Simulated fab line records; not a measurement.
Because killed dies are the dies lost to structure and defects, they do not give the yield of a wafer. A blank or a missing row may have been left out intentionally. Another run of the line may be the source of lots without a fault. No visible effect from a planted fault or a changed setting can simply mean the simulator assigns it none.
Which tool did it?	flow nand harc	Sampling: 6 lots, 18 wafers, 5 of 1302 route steps

== WHAT THE GAUGES READ, wafer by wafer ==
NHARC_END_SORT_01.
lot	measured	on	killed at periphery
L155	day 28 15:43	prober-01	4 3 1
L159	day 30 17:01	prober-01	3 4 1
L162	day 30 09:15	prober-01	3 4 5

== WHAT TOOL EACH LOT RAN ON (gives the tool, then ch and the chambers of the sampled wafers, and finally the start) ==
lot	NHARC_P_GATE_DESCUM_93	NHARC_P_GATE_RTA_80	NHARC_P_CONTACT_SOFTBAKE_07	NHARC_P_CONTACT_ETCH_36
L147	rie diel-11 ch 0,1,3, day 6 03:21	rtp anneal-02 ch 0, day 6 05:39	litho track-06 ch 0, day 6 07:00	rie diel-02 ch 0,3, no start
L153	rie diel-11 ch 0,1, day 8 22:31	rtp anneal-01 ch 0, day 9 00:49	litho track-01 ch 0, day 9 02:00	rie diel-03 ch 0,2, no start
L155	rie diel-11 ch 2,3, day 9 16:21	rtp anneal-02 ch 0, day 9 18:55	litho track-06 ch 0, day 9 20:00	rie diel-02 ch 1,2,3, day 28 15:43 or earlier
L158	rie diel-11 ch 2,3, day 10 17:53	rtp anneal-02 ch 0, day 10 20:13	litho track-04 ch 0, day 10 22:00	rie diel-02 ch 0,2,3, no start
L159	rie diel-08 ch 0,1,2, day 11 15:28	rtp anneal-02 ch 0, day 11 18:23	litho track-01 ch 0, day 11 20:00	rie diel-03 ch 1,2, day 30 17:01 or earlier
L162	rie diel-08 ch 0,1,2, day 12 10:19	rtp anneal-02 ch 0, day 12 12:33	litho track-04 ch 0, day 12 14:00	rie diel-02 ch 1,3, day 30 09:15 or earlier
- NHARC_P_GATE_DESCUM_93: chemistry O2, time 3 s.
- NHARC_P_GATE_RTA_80: time 30 s.
- NHARC_P_CONTACT_SOFTBAKE_07: time 55 s.
- NHARC_P_CONTACT_ETCH_36: etches the open film in N2/H2, target depth 260 nm, time 406.25 s.

== THE ANSWER, worked out from the rows above alone ==
Rule: the lots themselves supply what counts as usual. Put in order of their means at a reading, lots are off if they are a third of the lots or fewer, leave a main group of 4 or more, and stand apart from it by a gap of 3 or more times the standard deviation of the main group's means; of several such gaps the widest counts. A main group is skipped when, at the precision printed for the reading in the tables above, its means are all equal. Also off: a lot with no number at a reading for which 4 or more lots have one. The other lots that the step has rows for count as sound.
Nothing can be told from this: no lot is off at any reading shown.

== WHAT THE SIMULATOR HAD INSERTED ==
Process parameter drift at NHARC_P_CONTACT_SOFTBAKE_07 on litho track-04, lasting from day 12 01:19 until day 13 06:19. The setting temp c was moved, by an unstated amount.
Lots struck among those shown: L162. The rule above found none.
